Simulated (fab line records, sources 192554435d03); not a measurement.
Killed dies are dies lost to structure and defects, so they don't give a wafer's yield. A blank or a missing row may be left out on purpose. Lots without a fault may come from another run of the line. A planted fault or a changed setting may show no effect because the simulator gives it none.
fab line records | flow n5_finfet
record lots=10 wafers=30 last_day=19
route steps=1938 shown DUMMY_GATE@245 SPACER0@259 BEOL_M4@1111 PASSIVATION@1936
lots that met no fault: from a run of the same line without faults
start_h: hours from the record's first day to the start of the lot's first wafer shown | wait_h: hours since the lot's step before | " the same as in the row above | L1.1+2: a row that stands for several wafers | - no value, or no start given | * or withheld: withheld | < > ~ a bound
route shown NAME@n: a module of which the file shows steps, and the number in the route of the first | usual: mean/standard deviation of fault-free wafers | same: alike in all rows | chamber/n: place in a boat | sites: the reading at each site | _std_site: their standard deviation | _edge_site: outer sites' mean less inner sites' | radius_mm: how far each site lies from the wafer's centre | mask NAME#n: copy n | behind: the tool/chamber that last shaped the wafer | hold: why the lot was held/for how many hours/how that ended | device: the transistor (n, p or np) that didn't switch | end of line: the same wafers' tests at the end of the route | a step without rows: its recipe alone | killed: dies lost to structure and defects at the first sort, not the wafer's yield | map: a wafer's dies, x killed, . not, _ none there
set.NAME: the setting as run; set.NAME@STEP: as run at that earlier step | model.NAME: the simulator's own value behind a step, which no gauge read
steps of the route over a sample of lots; a table a step, a row a wafer
services: from which hour (start_h, from the record's first day; less than 0 if before it) a tool's chamber was out of use, for how many hours, and why
## steps
# step N5_DUMMY_GATE_HM_OPEN_21
# recipe chemistry=CH3F/O2 target=SiNx target_depth_a=1200 Ar_flow_sccm=150 CH3F_flow_sccm=30 O2_flow_sccm=23 time_s=171.4 pressure_mtorr=30 source_w=395 bias_w=73 ion_energy_ev=120.7
# usual O2_flow_sccm=23.01/0.068 drypump_motor_current_A=5.7/0.69 oes_product_au=0.75/0.069 rf_vpp_V=300/5.8 showerhead_plenum_p_Torr=2.03/0.072 throttle_valve_pct=16.59/0.21
# columns lot.wafer tool chamber start_h wait_h O2_flow_sccm drypump_motor_current_A oes_product_au rf_hours_counter_h rf_vpp_V showerhead_plenum_p_Torr throttle_valve_pct
L188.3 rie_diel-05 3 59.45 0.0 23.03 4.9 0.65 237 293 1.90 16.78
L188.4 " 2 " " 23.08 5.3 0.73 169 300 2.11 16.52
L188.6 " 3 " " 23.02 4.9 0.65 - 291 1.90 16.78
L191.1 rie_diel-05 2 76.00 0.0 22.97 5.3 0.73 176 300 2.10 16.54
L191.2 " 1 " " 22.92 6.7 0.76 122 292 1.96 16.62
L191.6 " 3 " " 23.04 5.0 0.65 - 292 1.90 16.81
L192.2 rie_diel-05 2 81.79 0.0 22.91 5.3 0.72 178 300 2.10 16.55
L192.3 " 3 " " 22.93 4.9 0.65 245 291 1.90 16.80
L192.4 " 0 " " 23.00 6.7 0.73 169 303 1.94 16.85
L194.2 rie_diel-05 1 93.42 0.0 22.86 6.7 0.75 130 292 1.96 16.63
L194.3 " 2 " " 22.96 5.3 0.72 182 299 2.10 16.55
L194.4 " 3 " " 22.97 4.9 0.64 250 291 1.90 16.81
L199.1 rie_diel-06 3 132.79 0.0 23.07 5.4 0.76 161 296 2.02 16.58
L199.2 " 1 " " 23.01 5.4 0.73 176 299 2.01 16.55
L199.3 " 0 " " 23.12 6.4 0.84 58 295 2.12 16.13
L204.2 rie_diel-06 0 154.45 0.0 22.99 6.4 0.83 68 296 2.12 16.15
L204.4 " 2 " " 23.13 6.5 0.94 1 297 1.99 16.10
L204.6 " 3 " " 22.91 5.4 0.75 - 294 2.02 16.61
L205.2 rie_diel-06 3 160.88 0.0 22.90 5.5 0.74 175 297 2.02 16.61
L205.3 " 1 " " 23.04 5.4 0.72 186 301 2.00 16.55
L205.6 " 3 " " 22.91 5.5 0.74 - 296 2.02 16.61
L207.2 rie_diel-01 1 174.81 0.0 23.05 5.2 0.69 225 303 2.09 16.52
L207.5 " 1 " " 23.06 5.2 0.69 - 302 2.09 16.52
L207.6 " 0 " " 23.01 5.0 0.77 - 310 2.10 16.68
L208.1 rie_diel-01 0 179.32 0.0 23.09 5.0 0.76 159 312 2.09 16.68
L208.4 " 1 " " 23.06 5.2 0.68 227 303 2.09 16.52
L208.5 " 1 " " 23.08 5.2 0.68 - 302 2.09 16.53
L209.1 rie_diel-05 0 193.70 0.0 22.94 6.7 0.70 210 303 1.93 16.94
L209.3 " 3 " " 23.12 4.9 0.89 24 297 2.14 16.38
L209.6 " 2 " " 22.98 5.3 0.69 - 300 2.09 16.60
# step N5_DUMMY_GATE_CD_MEAS_24
# recipe target_cd_nm=15
# usual cd_nm=15.0/0.43
# columns lot.wafer tool chamber start_h wait_h cd_nm
L188.3 cd_sem-01 - 59.82 0.1 15.3
L188.4 " - " " 14.7
L188.6 " - " " 15.2
L191.1 cd_sem-02 - 76.36 0.1 15.2
L191.2 " - " " 14.7
L191.6 " - " " 15.6
L192.2 cd_sem-02 - 82.16 0.1 13.8
L192.3 " - " " 15.0
L192.4 " - " " 15.5
L194.2 cd_sem-03 - 93.79 0.1 15.1
L194.3 " - " " 14.9
L194.4 " - " " 15.7
L199.1 cd_sem-01 - 133.15 0.1 14.6
L199.2 " - " " 14.7
L199.3 " - " " 14.9
L204.2 cd_sem-02 - 154.82 0.1 15.0
L204.4 " - " " 15.0
L204.6 " - " " 15.0
L205.2 cd_sem-02 - 161.24 0.1 14.7
L205.3 " - " " 14.4
L205.6 " - " " 15.1
L207.2 cd_sem-02 - 175.18 0.1 14.5
L207.5 " - " " 15.0
L207.6 " - " " 14.9
L208.1 cd_sem-01 - 179.68 0.1 14.8
L208.4 " - " " 14.9
L208.5 " - " " 13.9
L209.1 cd_sem-03 - 194.06 0.1 15.1
L209.3 " - " " 14.9
L209.6 " - " " 15.2
# step N5_DUMMY_GATE_INSPECT_27
# recipe inspect_instrument=brightfield mode=aei
# usual raw_defect_count=266/68
# columns lot.wafer tool chamber start_h wait_h raw_defect_count
L188.3 defect_inspect-02 - 60.43 0.0 233
L188.4 " - " " 178
L188.6 " - " " 229
L191.1 defect_inspect-01 - 76.64 0.0 214
L191.2 " - " " 220
L191.6 " - " " 247
L192.2 defect_inspect-02 - 82.44 0.0 411
L192.3 " - " " 187
L192.4 " - " " 398
L194.2 defect_inspect-02 - 94.19 0.0 279
L194.3 " - " " 276
L194.4 " - " " 249
L199.1 defect_inspect-01 - 133.51 0.0 222
L199.2 " - " " 335
L199.3 " - " " 291
L204.2 defect_inspect-01 - 155.14 0.0 155
L204.4 " - " " 370
L204.6 " - " " 264
L205.2 defect_inspect-02 - 161.64 0.0 198
L205.3 " - " " 246
L205.6 " - " " 319
L207.2 defect_inspect-02 - 175.46 0.0 238
L207.5 " - " " 196
L207.6 " - " " 175
L208.1 defect_inspect-01 - 180.08 0.0 321
L208.4 " - " " 258
L208.5 " - " " 195
L209.1 defect_inspect-02 - 194.41 0.0 227
L209.3 " - " " 189
L209.6 " - " " 263
# step N5_SPACER0_ALD_00
# recipe material=SiOCN target_thk_a=35 temp_c=400 ald_precursor_family=alkyl-aminosilane ald_co_reactant=O2/N2-plasma pulse_time_s=3 purge_time_s=2 co_reactant_purge_time_s=2 ald_cycles=58 pressure_torr=2
# usual ald_cycles=58/0 chamber_pressure_Torr=2.001/0.0046 heater_power_w=815/88 precursor_pulse_height_rel=0.999/0.02
# columns lot.wafer tool chamber start_h wait_h ald_cycles chamber_pressure_Torr heater_power_w precursor_pulse_height_rel
L188.3 ald_sin-03 2 60.62 0.1 58 2.009 717 0.951
L188.4 " 0 " " 58 2.010 913 0.997
L188.6 " 2 " " 58 2.002 721 1.011
L191.1 ald_sin-04 2 76.83 0.1 - - - -
L191.2 " 0 " " - - - -
L191.6 " 3 " " - - - -
L192.2 ald_sin-02 0 82.70 0.1 - - - -
L192.3 " 3 " " - - - -
L192.4 " 1 " " - - - -
L194.2 ald_sin-02 1 95.49 0.1 58 1.998 815 0.983
L194.3 " 0 " " 58 1.998 888 1.043
L194.4 " 2 " " 58 2.001 901 0.985
L199.1 ald_sin-02 2 134.22 0.1 58 1.992 901 0.995
L199.2 " 0 " " 58 2.002 898 1.013
L199.3 " 1 " " 58 1.998 799 0.970
L204.2 ald_sin-02 3 155.44 0.1 58 1.998 729 1.014
L204.4 " 2 " " 58 1.993 884 1.000
L204.6 " 0 " " 58 2.008 882 0.968
L205.2 ald_sin-02 3 161.83 0.1 58 1.997 717 0.993
L205.3 " 2 " " 58 2.009 919 0.984
L205.6 " 3 " " 58 1.998 703 0.984
L207.2 ald_sin-02 2 175.65 0.1 58 2.006 907 1.022
L207.5 " 0 " " 58 1.998 925 0.969
L207.6 " 3 " " 58 2.001 737 1.008
L208.1 ald_sin-03 1 180.27 0.1 58 2.001 742 0.966
L208.4 " 3 " " 58 2.003 822 0.984
L208.5 " 2 " " 58 1.997 688 0.997
L209.1 ald_sin-02 2 195.31 0.1 58 1.998 927 0.994
L209.3 " 1 " " 58 1.999 761 0.947
L209.6 " 0 " " 58 1.998 907 1.008
# step N5_BEOL_M4_RC_MEAS_101
# usual DIBL_N=36.3/1.9 DIBL_P=36.0/2.1 IOFF_N=0.16/0.031 IOFF_P=0.21/0.035 ION_N=675/14 ION_P=464/8.5 SS_N=71.5/0.6 SS_P=73.3/0.72 VT_N=250/3.2 VT_P=-250/3.1
# columns lot.wafer tool chamber start_h wait_h DIBL_N[mV/V] DIBL_P[mV/V] IOFF_N[nA/um] IOFF_P[nA/um] ION_N[uA/um] ION_P[uA/um] SS_N[mV/dec] SS_P[mV/dec] VT_N[mV] VT_P[mV]
L188.3 prober-01 0 174.19 0.3 33.5 31.3 0.11 0.14 649 443 70.3 72.5 254 -258
L188.4 " 0 " " 37.7 36.1 0.17 0.20 662 455 72.0 73.5 253 -252
L188.6 " 0 " " 34.6 32.5 0.13 0.15 664 452 71.9 72.4 253 -256
L194.2 prober-01 0 202.23 0.2 33.6 31.7 0.10 0.16 667 464 70.8 71.8 257 -254
L194.3 " 0 " " 36.4 35.0 0.14 0.21 675 462 72.4 72.9 252 -248
L194.4 " 0 " " 35.0 34.1 0.12 0.20 663 462 70.9 72.1 255 -249
L207.2 prober-02 0 288.12 0.2 38.4 36.3 0.17 0.21 663 453 72.6 73.2 250 -250
L207.5 " 0 " " 35.6 34.7 0.12 0.19 668 464 71.1 73.2 252 -251
L207.6 " 0 " " 38.0 37.4 0.16 0.22 676 460 72.0 74.0 248 -246
L204.2 prober-02 0 307.71 0.2 37.5 35.8 0.16 0.21 694 471 71.5 74.1 249 -249
L204.4 " 0 " " 39.9 38.6 0.21 0.25 683 462 72.6 74.0 245 -247
L204.6 " 0 " " 40.5 39.5 0.24 0.27 715 481 72.2 74.0 244 -245
L199.1 prober-02 0 320.06 0.0 37.1 36.4 0.16 0.20 672 461 72.1 73.9 255 -252
L199.2 " 0 " " 37.9 38.7 0.19 0.26 674 468 71.9 74.0 250 -248
L199.3 " 0 " " 36.8 35.7 0.15 0.21 676 469 71.6 73.9 251 -250
L205.2 prober-01 0 321.02 0.2 36.4 36.4 0.18 0.21 668 460 72.1 73.0 249 -249
L205.3 " 0 " " 36.8 38.3 0.19 0.24 685 466 71.9 74.0 247 -248
L205.6 " 0 " " 36.2 37.6 0.18 0.25 681 469 71.6 74.3 246 -246
L208.1 prober-02 0 324.58 0.0 35.8 36.4 0.15 0.23 676 469 72.4 73.1 251 -249
L208.4 " 0 " " 34.3 34.6 0.13 0.19 673 465 71.7 72.1 253 -250
L208.5 " 0 " " 36.3 36.0 0.15 0.21 676 465 72.0 72.5 251 -249
L209.1 prober-01 0 340.67 0.0 36.2 36.7 0.15 0.21 668 460 71.1 73.1 250 -249
L209.3 " 0 " " 36.5 36.7 0.15 0.21 668 458 70.7 73.2 251 -248
L209.6 " 0 " " 36.9 37.3 0.16 0.21 665 457 71.4 74.1 251 -250
# step N5_PASSIVATION_PROBE_49
# usual defect_limited_yield=91.0/1.5 killed_at_M0_to_M3=32/9.6 killed_at_M4_up=13/4.7 killed_at_contacts=13/7.2 killed_at_front_end=44/13 killed_at_other=4/3.4 killed_dies=106/18 killed_on_rim=14/4.2 killed_open=70/13 killed_short=35/8 sort_bin_5_function=5.3/0.97 sort_bin_6_memory=3.4/0.73 sort_n_pass=1074/18 sort_yield_pct=91.0/1.5
# same gross_dies=1180 killed_at_back_side=0 sort_bin_4_leakage[%]=0 sort_bin_8_speed[%]=0
# columns lot.wafer tool chamber start_h wait_h defect_limited_yield[%] killed_at_M0_to_M3 killed_at_M4_up killed_at_contacts killed_at_front_end killed_at_other killed_dies killed_on_rim killed_open killed_short sort_bin_5_function[%] sort_bin_6_memory[%] sort_n_pass sort_yield_pct[%]
L188.3 prober-01 - 255.80 0.1 89.4 42 16 18 45 4 125 16 85 40 5.4 5.0 1055 89.4
L188.4 prober-01 - 255.85 0.2 90.9 34 14 19 36 4 107 11 61 43 5.4 3.1 1073 90.9
L188.6 prober-01 - 255.95 0.3 90.6 24 13 30 40 4 111 20 81 28 6.9 2.2 1069 90.6
L191.1 prober-02 - 272.64 0.0 0 27 14 13 1124 2 1180 152 64 35 96.7 3.1 0 0
L191.2 prober-02 - 272.69 0.1 0 27 11 6 1134 2 1180 152 51 36 96.9 2.6 0 0
L191.6 prober-02 - 272.89 0.3 0 29 17 13 1119 2 1180 152 82 33 96.1 3.6 0 0
L194.2 prober-02 - 278.65 0.1 91.2 28 9 24 39 4 104 22 73 31 5.3 3.2 1076 91.2
L194.3 prober-02 - 278.70 0.1 91.7 29 4 14 49 2 98 7 68 25 4.3 3.4 1082 91.7
L194.4 prober-02 - 278.75 0.2 92.4 27 7 11 38 7 90 15 67 23 5.1 2.3 1090 92.4
L192.2 prober-02 - 279.61 0.1 0 19 15 19 1115 12 1180 152 64 34 96.2 3.5 0 0
L192.3 prober-02 - 279.66 0.1 0 21 14 12 1124 9 1180 152 67 35 95.6 4.1 0 0
L192.4 prober-02 - 279.71 0.2 0 18 16 21 1123 2 1180 152 56 26 97.2 2.5 0 0
L207.2 prober-02 - 392.72 0.1 88.6 46 11 12 63 3 135 18 90 42 5.8 5.3 1045 88.6
L207.5 prober-02 - 392.87 0.2 91.0 37 11 9 42 7 106 14 70 32 5.7 2.7 1074 91.0
L207.6 prober-02 - 392.92 0.3 90.5 35 10 9 52 6 112 14 68 44 5.3 3.9 1068 90.5
L204.2 prober-01 - 420.86 0.1 87.6 67 11 8 53 7 146 19 84 57 6.2 5.7 1034 87.6
L204.4 prober-01 - 420.96 0.2 90.3 32 10 18 49 5 114 12 76 32 5.4 3.7 1066 90.3
L204.6 prober-01 - 421.06 0.3 87.6 49 20 12 58 7 146 25 98 48 6.5 5.4 1034 87.6
L208.1 prober-01 - 432.54 0.0 92.1 27 17 8 36 5 93 9 61 32 4.0 3.7 1087 92.1
L208.4 prober-01 - 432.69 0.2 92.5 25 12 7 41 3 88 15 51 37 4.3 2.7 1092 92.5
L208.5 prober-01 - 432.74 0.2 90.4 35 18 14 44 2 113 12 78 35 5.7 3.6 1067 90.4
L205.2 prober-01 - 432.89 0.2 91.0 24 21 11 49 1 106 13 71 34 5.4 3.3 1074 91.0
L205.3 prober-01 - 432.94 0.2 93.1 18 19 11 31 2 81 11 50 30 4.5 2.3 1099 93.1
L205.6 prober-01 - 433.09 0.4 91.6 10 33 12 41 3 99 9 66 31 4.7 3.5 1081 91.6
L199.1 prober-01 - 442.27 0.0 90.1 38 19 12 33 15 117 7 81 34 5.5 3.8 1063 90.1
L199.2 prober-01 - 442.32 0.1 92.7 24 16 4 35 7 86 17 59 23 3.9 3.3 1094 92.7
L199.3 prober-01 - 442.37 0.1 93.2 25 7 6 39 3 80 7 54 25 4.0 2.3 1100 93.2
L209.1 prober-01 - 446.48 0.0 90.4 51 15 13 32 2 113 14 76 37 6.1 3.4 1067 90.4
L209.3 prober-01 - 446.58 0.1 93.5 23 4 6 38 6 77 9 50 27 3.7 2.5 1103 93.5
L209.6 prober-01 - 446.73 0.3 91.3 30 17 20 34 2 103 13 72 31 5.5 2.8 1077 91.3
# killed by level:class
L188.3 STI_FIN_REVEAL:geometric_particle:open=23 MOL_CONTACT_COAG:geometric_particle:open=16 STI_FIN_REVEAL:geometric_particle:short=8 BEOL_M0_SAQP:geometric_particle:short=8 BEOL_M2:geometric_particle:open=8 BEOL_M4:geometric_particle:open=7 BEOL_M0_SAQP:geometric_particle:open=7 BEOL_M3:geometric_particle:open=7
L188.4 MOL_CONTACT_COAG:geometric_particle:open=16 BEOL_M0_SAQP:geometric_particle:open=9 GATE_CUT:geometric_particle:short=7 BEOL_M0_SAQP:geometric_particle:short=7 BEOL_M4:geometric_particle:short=6 BEOL_M3:geometric_particle:open=5 BEOL_M5:geometric_particle:open=5 STI_FIN_REVEAL:geometric_particle:open=4
L188.6 MOL_CONTACT_COAG:geometric_particle:open=25 BEOL_M3:geometric_particle:open=12 STI_FIN_REVEAL:geometric_particle:open=11 GATE_CUT:geometric_particle:short=6 DUMMY_GATE:geometric_particle:open=6 STI_FIN_REVEAL:geometric_particle:short=5 FIN_SAQP:geometric_particle:open=4 MOL_CONTACT_COAG:geometric_particle:short=4
L191.1 SPACER0:area_ald=1081 STI_FIN_REVEAL:geometric_particle:open=9 MOL_CONTACT_COAG:geometric_particle:open=9 BEOL_M3:geometric_particle:open=8 BEOL_M0_SAQP:geometric_particle:open=7 FIN_SAQP:geometric_particle:short=6 BEOL_M2:geometric_particle:open=6 GATE_CUT:geometric_particle:short=6
L191.2 SPACER0:area_ald=1092 STI_FIN_REVEAL:geometric_particle:open=10 FIN_SAQP:geometric_particle:short=8 BEOL_M0_SAQP:geometric_particle:short=8 FIN_SAQP:geometric_particle:open=7 BEOL_M0_SAQP:geometric_particle:open=6 BEOL_M2:geometric_particle:open=5 STARTING-WAFER:geometric_particle:short=5
L191.6 SPACER0:area_ald=1064 STI_FIN_REVEAL:geometric_particle:open=28 BEOL_M0_SAQP:geometric_particle:open=10 MOL_CONTACT_COAG:geometric_particle:open=9 BEOL_M4:geometric_particle:open=9 BEOL_M0_SAQP:geometric_particle:short=8 FIN_SAQP:geometric_particle:open=6 FIN_SAQP:geometric_particle:short=5
L194.2 MOL_CONTACT_COAG:geometric_particle:open=18 FIN_SAQP:geometric_particle:open=8 BEOL_M0_SAQP:geometric_particle:open=7 BEOL_M0_SAQP:geometric_particle:short=7 MOL_CONTACT_COAG:geometric_particle:short=6 BEOL_M1:geometric_particle:open=6 STARTING-WAFER:geometric_particle:short=5 FIN_SAQP:geometric_particle:short=4
L194.3 FIN_SAQP:geometric_particle:open=12 BEOL_M0_SAQP:geometric_particle:open=12 MOL_CONTACT_COAG:geometric_particle:open=11 DUMMY_GATE:geometric_particle:open=6 BEOL_M0_SAQP:geometric_particle:short=5 HKMG_FIN:area_etch=5 FIN_SAQP:geometric_particle:short=4 STI_FIN_REVEAL:geometric_particle:open=4
L194.4 STI_FIN_REVEAL:geometric_particle:open=10 MOL_CONTACT_COAG:geometric_particle:open=7 BEOL_M2:geometric_particle:open=7 BEOL_M1:geometric_particle:open=7 DUMMY_GATE:geometric_particle:open=4 MOL_CONTACT_COAG:geometric_particle:short=4 BEOL_M3:geometric_particle:open=4 STARTING-WAFER:geometric_particle:open=4
L192.2 SPACER0:area_ald=1082 MOL_CONTACT_COAG:geometric_particle:open=15 FIN_SAQP:geometric_particle:open=8 BEOL_M0_SAQP:geometric_particle:open=8 FIN_SAQP:geometric_particle:short=6 DUMMY_GATE:geometric_particle:open=6 BEOL_M4:geometric_particle:short=5 BEOL_M4:geometric_particle:open=5
L192.3 SPACER0:area_ald=1077 STI_FIN_REVEAL:geometric_particle:open=10 MOL_CONTACT_COAG:geometric_particle:open=8 FIN_SAQP:geometric_particle:open=7 GATE_CUT:geometric_particle:short=5 GATE_CUT:geometric_particle:open=5 BEOL_M0_SAQP:geometric_particle:open=5 BEOL_M0_SAQP:geometric_particle:short=5
L192.4 SPACER0:area_ald=1098 MOL_CONTACT_COAG:geometric_particle:open=16 BEOL_M4:geometric_particle:open=9 FIN_SAQP:geometric_particle:open=6 BEOL_M4:geometric_particle:short=6 GATE_CUT:geometric_particle:open=6 MOL_CONTACT_COAG:geometric_particle:short=5 BEOL_M0:geometric_particle:open=4
L207.2 STI_FIN_REVEAL:geometric_particle:open=20 BEOL_M2:geometric_particle:open=14 FIN_SAQP:geometric_particle:short=11 FIN_SAQP:geometric_particle:open=10 BEOL_M3:geometric_particle:open=10 MOL_CONTACT_COAG:geometric_particle:open=8 BEOL_M0_SAQP:geometric_particle:short=6 BEOL_M0_SAQP:geometric_particle:open=5
L207.5 STI_FIN_REVEAL:geometric_particle:open=10 BEOL_M0_SAQP:geometric_particle:open=10 FIN_SAQP:geometric_particle:open=9 BEOL_M0_SAQP:geometric_particle:short=9 BEOL_M3:geometric_particle:open=7 BEOL_M4:geometric_particle:open=7 FIN_SAQP:geometric_particle:short=6 MOL_CONTACT_COAG:geometric_particle:open=6
L207.6 STI_FIN_REVEAL:geometric_particle:open=16 FIN_SAQP:geometric_particle:short=10 FIN_SAQP:geometric_particle:open=9 BEOL_M0_SAQP:geometric_particle:short=9 BEOL_M1:geometric_particle:open=8 MOL_CONTACT_COAG:geometric_particle:open=6 BEOL_M3:geometric_particle:open=6 BEOL_M4:geometric_particle:open=6
L204.2 BEOL_M0_SAQP:geometric_particle:short=24 BEOL_M0_SAQP:geometric_particle:open=19 FIN_SAQP:geometric_particle:open=14 BEOL_M3:geometric_particle:open=13 FIN_SAQP:geometric_particle:short=12 STI_FIN_REVEAL:geometric_particle:open=9 MOL_CONTACT_COAG:geometric_particle:open=7 GATE_CUT:geometric_particle:short=4
L204.4 FIN_SAQP:geometric_particle:open=14 BEOL_M0_SAQP:geometric_particle:open=14 MOL_CONTACT_COAG:geometric_particle:open=14 FIN_SAQP:geometric_particle:short=11 STI_FIN_REVEAL:geometric_particle:open=8 BEOL_M0_SAQP:geometric_particle:short=7 BEOL_M3:geometric_particle:open=6 BEOL_M4:geometric_particle:open=6
L204.6 FIN_SAQP:geometric_particle:open=21 BEOL_M0_SAQP:geometric_particle:short=18 BEOL_M0_SAQP:geometric_particle:open=15 FIN_SAQP:geometric_particle:short=12 BEOL_M4:geometric_particle:open=11 MOL_CONTACT_COAG:geometric_particle:open=11 STI_FIN_REVEAL:geometric_particle:open=10 BEOL_M3:geometric_particle:open=9
L208.1 STI_FIN_REVEAL:geometric_particle:open=9 FIN_SAQP:geometric_particle:open=7 BEOL_M4:geometric_particle:open=7 FIN_SAQP:geometric_particle:short=5 MOL_CONTACT_COAG:geometric_particle:open=5 BEOL_M1:geometric_particle:open=5 BEOL_M3:geometric_particle:open=5 DUMMY_GATE:geometric_particle:open=4
L208.4 BEOL_M1:geometric_particle:open=8 STI_FIN_REVEAL:geometric_particle:open=6 GATE_CUT:geometric_particle:short=6 BEOL_M0_SAQP:geometric_particle:open=6 BEOL_M4:geometric_particle:open=6 DUMMY_GATE:geometric_particle:short=5 MOL_CONTACT_COAG:geometric_particle:open=5 FIN_SAQP:geometric_particle:open=4
L208.5 MOL_CONTACT_COAG:geometric_particle:open=14 FIN_SAQP:geometric_particle:open=12 STI_FIN_REVEAL:geometric_particle:open=11 FIN_SAQP:geometric_particle:short=10 BEOL_M4:geometric_particle:open=9 BEOL_M1:geometric_particle:open=9 BEOL_M0_SAQP:geometric_particle:open=6 BEOL_M0_SAQP:geometric_particle:short=4
L205.2 FIN_SAQP:geometric_particle:open=12 STI_FIN_REVEAL:geometric_particle:open=12 BEOL_M5:geometric_particle:open=7 FIN_SAQP:geometric_particle:short=7 MOL_CONTACT_COAG:geometric_particle:open=7 BEOL_M4:geometric_particle:open=7 BEOL_M0_SAQP:geometric_particle:open=6 GATE_CUT:geometric_particle:short=5
L205.3 STI_FIN_REVEAL:geometric_particle:open=10 FIN_SAQP:geometric_particle:short=9 MOL_CONTACT_COAG:geometric_particle:open=7 BEOL_M4:geometric_particle:open=7 BEOL_M2:geometric_particle:open=6 FIN_SAQP:geometric_particle:open=4 MOL_CONTACT_COAG:geometric_particle:short=4 BEOL_M0_SAQP:geometric_particle:open=3
L205.6 BEOL_M4:geometric_particle:open=16 GATE_CUT:geometric_particle:short=9 MOL_CONTACT_COAG:geometric_particle:open=8 BEOL_M7:geometric_particle:open=7 STI_FIN_REVEAL:geometric_particle:open=6 FIN_SAQP:geometric_particle:open=5 DUMMY_GATE:geometric_particle:open=4 MOL_CONTACT_COAG:geometric_particle:short=4
L199.1 BEOL_M1:geometric_particle:open=15 FIN_SAQP:geometric_particle:open=13 MOL_CONTACT_COAG:geometric_particle:open=9 BEOL_M0_SAQP:geometric_particle:short=7 BEOL_M3:geometric_particle:open=7 BEOL_M5:geometric_particle:open=7 PASS1_CAP:geometric_particle:open=6 FIN_SAQP:geometric_particle:short=5
L199.2 FIN_SAQP:geometric_particle:open=7 DUMMY_GATE:geometric_particle:open=7 BEOL_M3:geometric_particle:open=7 BEOL_M0_SAQP:geometric_particle:short=5 BEOL_M1:geometric_particle:open=5 FIN_SAQP:geometric_particle:short=4 STI_FIN_REVEAL:geometric_particle:open=4 MOL_CONTACT_COAG:geometric_particle:open=4
L199.3 FIN_SAQP:geometric_particle:open=10 STI_FIN_REVEAL:geometric_particle:open=5 BEOL_M1:geometric_particle:open=5 BEOL_M2:geometric_particle:open=5 STARTING-WAFER:geometric_particle:open=5 MOL_CONTACT_COAG:geometric_particle:open=4 FIN_SAQP:geometric_particle:short=3 DUMMY_GATE:geometric_particle:open=3
L209.1 BEOL_M0_SAQP:geometric_particle:short=14 STI_FIN_REVEAL:geometric_particle:open=13 MOL_CONTACT_COAG:geometric_particle:open=13 BEOL_M4:geometric_particle:open=10 BEOL_M1:geometric_particle:short=7 BEOL_M3:geometric_particle:open=7 BEOL_M2:geometric_particle:open=6 STARTING-WAFER:geometric_particle:short=6
L209.3 STI_FIN_REVEAL:geometric_particle:open=9 BEOL_M3:geometric_particle:open=9 DUMMY_GATE:geometric_particle:open=5 GATE_CUT:geometric_particle:short=5 STARTING-WAFER:geometric_particle:short=5 MOL_CONTACT_COAG:geometric_particle:open=4 STI_FIN_REVEAL:geometric_particle:short=3 ILD0:geometric_particle:open=3
L209.6 MOL_CONTACT_COAG:geometric_particle:open=16 BEOL_M2:geometric_particle:open=9 BEOL_M4:geometric_particle:open=7 STI_FIN_REVEAL:geometric_particle:open=6 STI_FIN_REVEAL:geometric_particle:short=5 BEOL_M0_SAQP:geometric_particle:open=5 BEOL_M3:geometric_particle:open=5 FIN_SAQP:geometric_particle:open=4
## services
# columns tool chamber start_h hours kind
rie_diel-05 - 61.74 0.4 repair
rie_diel-06 - 78.44 14.6 pm
ald_sin-03 - 85.52 14.0 pm
rie_diel-05 3 93.56 - clean
rie_diel-05 3 93.56 - consumable_replace:focus_ring
rie_diel-05 3 93.56 - consumable_replace:showerhead
rie_diel-05 3 93.56 27.5 scheduled_down
rie_diel-05 3 93.56 27.5 vent_cycle
ald_sin-03 - 111.24 6.0 pm
rie_diel-06 2 128.02 - clean
ald_sin-03 - 157.30 0.3 repair
ald_sin-02 1 160.35 15.6 repair
rie_diel-05 2 167.42 14.2 repair
rie_diel-06 - 168.33 28.1 pm
ald_sin-04 3 173.31 5.0 repair
ald_sin-02 - 176.75 14.0 pm
ald_sin-02 0 176.75 14.0 vent_cycle
ald_sin-02 1 176.75 14.0 vent_cycle
ald_sin-02 2 176.75 14.0 vent_cycle
ald_sin-02 3 176.75 14.0 vent_cycle
ald_sin-02 0 190.75 - clean
ald_sin-02 1 190.75 - clean
ald_sin-02 2 190.75 - clean
ald_sin-02 3 190.75 - clean
## key
first_sign step=N5_SPACER0_ALD_00 reading=tool_record direction=missing
effect step=N5_PASSIVATION_PROBE_49 reading=sort_bin_5_function direction=up sigmas=94 usual=5.3 struck=96.5
more_kills_born_at N5_SPACER0_ALD_00@ald_sin-02=3257 N5_SPACER0_ALD_00@ald_sin-04=3237
met_at N5_SPACER0_ALD_00
struck_lots L191,L192
later_rows_left_out L191.1,L191.2,L191.6,L192.2,L192.3,L192.4
not_acting_at N5_DUMMY_GATE_HM_OPEN_21,N5_DUMMY_GATE_CD_MEAS_24,N5_DUMMY_GATE_INSPECT_27
fault kind=skipped_step_whole tool=ald_sin-02,ald_sin-04 chamber=- onset_h=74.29 steps=N5_SPACER0_ALD_00 scope=struck_lots_only
# later_rows_left_out: the simulator's readings of these wafers behind a module that went badly wrong aren't trusted and aren't shown, but for the sort
